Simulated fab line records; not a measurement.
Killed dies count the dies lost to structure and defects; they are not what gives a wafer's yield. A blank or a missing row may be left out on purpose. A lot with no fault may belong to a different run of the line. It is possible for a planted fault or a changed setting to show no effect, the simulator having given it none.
A lot that was struck, set against a sound lot | flow nandHarc | 15 steps out of a route of 1302
Sound: the wafers L642.1, L642.2, L642.4. Struck: wafers L651.3, L651.4, L651.5. The cause is named last.
Order at every step that has rows: each side's tool, ch and its chambers, its first start. Under that, the readings that differ: sound wafers | struck wafers | difference of the means | sigmas: that difference in standard deviations of wafers without a fault.
alike: words and numbers the same on both sides, and readings whose means are apart by under 2 such deviations; not compared: readings that were withheld, readings missing a value for some wafer, numbers with overlapping values and no deviation given by the record, and bounds like >300 which may hide the same value.
The two part at a step that has a row with sigmas, a row that says differs or no value, or rows on one side only. Non-overlapping numbers with no deviation appear without sigmas and do not part them. Lack of a reading on every wafer of one side parts them only where that side has two or more wafers.

first, 4 steps without rows for these wafers: NHARC_P_M1_EBR_05; NHARC_P_M1_EXPOSE_06 (exposes mask P M1, target cd 130 nm); NHARC_P_M1_PEB_07 (peb time 65 s); NHARC_P_M1_DEVELOP_08 (develop time 35 s).
NHARC_P_M1_CD_MEAS_09: the cd target is 130 nm.
  sound on cdSem-01 ch 0, day 6 05:21; struck on cdSem-02 ch 0, day 10 01:15
  alike: cdNm
NHARC_P_M1_OVL_MEAS_10: pitch 260 nm.
  sound on overlay-02, day 6 05:26; struck on overlay-02, day 10 01:20
  alike: overlayXNm, overlayYNm
NHARC_P_M1_INSPECT_11:
  sound on defectInspect-01, day 6 05:28; struck on defectInspect-01, day 10 01:22
  alike: rawDefectCount
NHARC_P_M1_DESCUM_14: chemistry O2, time 3 s.
  sound on rieDiel-04 ch 0,1,2, day 6 05:32; struck on rieDiel-13 ch 0,1,3, day 10 01:26
  alike: drypumpMotorCurrentA, mfcArSccm, oesProductAu, rfVppV, showerheadPlenumPTorr, throttleValvePct
  not compared: rfHoursCounterH
NHARC_P_M1_ETCH_35: etches the open film in N2/H2, target depth 40 nm, overetch 12 nm, time 43.94 s.
  sound on rieDiel-04 ch 1,2,3, day 6 05:37; struck on rieDiel-13 ch 0,2, day 10 01:31
  alike: drypumpMotorCurrentA, mfcArSccm, oesProductAu, rfVppV, showerheadPlenumPTorr, throttleValvePct
  not compared: rfHoursCounterH
NHARC_P_M1_ETCH_15: etches the open film in C4F8/Ar, target depth 182.5 nm, time 91.2 s.
  sound on rieDiel-04 ch 1,2,3; struck on rieDiel-13 ch 0,2,3
reading             | sound             | struck            | difference | sigmas
oesProductAu (a.u.) | 0.924 0.921 0.919 | 0.987 0.956 0.976 | +0.052     | +2
  alike: rfVppV
  not compared: rfHoursCounterH
NHARC_P_M1_CD_MEAS_16:
  sound on cdSem-03, day 6 05:50; struck on cdSem-03, day 10 01:44
  alike: cdNm
NHARC_P_M1_STRIP_18: strips in N2/H2.
  sound on rieDiel-13 ch 0,2,3, day 6 05:57; struck on rieDiel-13 ch 1,3, day 10 01:49
  alike: drypumpMotorCurrentA, mfcArSccm, oesProductAu, rfVppV, showerheadPlenumPTorr, throttleValvePct
  not compared: rfHoursCounterH
NHARC_P_M1_ETCH_28: etches the open film in CF4/N2, target depth 30 nm, time 72.99 s.
  sound on rieDiel-13 ch 0,2, day 6 06:13; struck on rieDiel-13 ch 1,2, day 10 02:03
reading             | sound             | struck                  | difference | sigmas
oesProductAu (a.u.) | 1.015 0.995 1.016 | 0.980 0.991 0.991       | -0.021     | -2
overEtchFrac        | 0.3 0.3 0.3       | 0.33857 0.33857 0.33857 | +0.03857   | 
  alike: drypumpMotorCurrentA, mfcArSccm, rfVppV, showerheadPlenumPTorr, throttleValvePct
  not compared: rfHoursCounterH
then, 1 step without rows for these wafers: NHARC_P_M1_STRIP_19 (strips in post etch residue remover, time 600 s).
-- jump in the record: it breaks off in module P_M1 and resumes in module END (first step shown: number 1302 of the route), and 22 days separate the struck wafers' starts before and after --
NHARC_END_SORT_01:
  at this point the record logs the struck wafers (prober-01 ch 0, day 32 08:27) and has no rows for the sound ones

## WHERE THEY PART
Earliest at NHARC_P_M1_ETCH_15; latest, in this record, at NHARC_END_SORT_01.

WHY: whatever the simulator had introduced
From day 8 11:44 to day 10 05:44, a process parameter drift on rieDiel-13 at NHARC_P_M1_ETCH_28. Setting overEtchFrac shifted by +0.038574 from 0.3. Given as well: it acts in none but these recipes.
